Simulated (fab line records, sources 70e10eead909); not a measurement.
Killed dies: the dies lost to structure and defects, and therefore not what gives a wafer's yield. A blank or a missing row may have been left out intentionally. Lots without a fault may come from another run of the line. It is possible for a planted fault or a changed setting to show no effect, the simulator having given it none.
Chamber matching | flow nand_harc | NHARC_A_BLC_STRIP_21 on rie_diel-10 has 3 sister chambers
The step strips in O2. 14 wafers are shown with their chamber, then 4 later ones without.

WAFERS WITH THEIR CHAMBER
wafer  | chamber | showerhead_plenum_p_Torr (Torr) | drypump_motor_current_A (A) | oes_product_au (a.u.)
L078.2 | 2       | 3.43                            | 4.7                         | 0.997
L078.4 | 1       | 3.62                            | 5.4                         | 1.007
L078.6 | 1       | 3.62                            | 5.4                         | 0.994
L079.3 | 2       | 3.43                            | 4.7                         | 0.992
L079.5 | 1       | 3.62                            | 5.5                         | 0.996
L079.6 | 2       | 3.43                            | 4.7                         | 0.980
L087.1 | 0       | 3.68                            | 5.8                         | 1.000
L087.3 | 2       | 3.43                            | 4.7                         | 0.978
L087.6 | 0       | 3.68                            | 5.8                         | 0.997
L089.3 | 2       | 3.43                            | 4.7                         | 0.977
L089.5 | 1       | 3.61                            | 5.4                         | 1.003
L089.6 | 0       | 3.68                            | 5.8                         | 1.004
L091.3 | 2       | 3.43                            | 4.7                         | 0.973
L091.5 | 2       | 3.43                            | 4.7                         | 0.988

SIGNATURES (averages over the wafers above)
reading                  | chamber 0 | chamber 1 | chamber 2 | scatter within a chamber
showerhead_plenum_p_Torr | 3.6800    | 3.6175    | 3.4300    | 0.00261
drypump_motor_current_A  | 5.800     | 5.425     | 4.700     | 0.0261
oes_product_au           | 1.00033   | 1.00000   | 0.98357   | 0.00741
Rule: a wafer's distance from a chamber is the root of the sum, over the readings, of the square of ((its reading less the chamber's mean) divided by the reading's scatter). If the next closest chamber is less than 2 further off than the closest, the wafer can't be placed; otherwise it belongs to the closest. The scatter: the root of (the sum of the squares of (reading less its chamber's mean) over the shown wafers, divided by (wafers less chambers)).

WAFERS WHOSE CHAMBER IS MISSING
wafer  | showerhead_plenum_p_Torr (Torr) | drypump_motor_current_A (A) | oes_product_au (a.u.)
L090.2 | 3.61                            | 5.5                         | 1.006
L090.3 | 3.67                            | 5.8                         | 0.993
L092.3 | 3.43                            | 4.7                         | 0.980
L092.5 | 3.43                            | 4.7                         | 0.993

THE CHAMBER EACH PASSED THROUGH
wafer  | from the rows above | in truth
L090.2 | 1                   | 1
L090.3 | 0                   | 0
L092.3 | 2                   | 2
L092.5 | 2                   | 2
Placed correctly: 4 of 4. Number that these rows cannot place: 0. Number placed wrongly: 0.
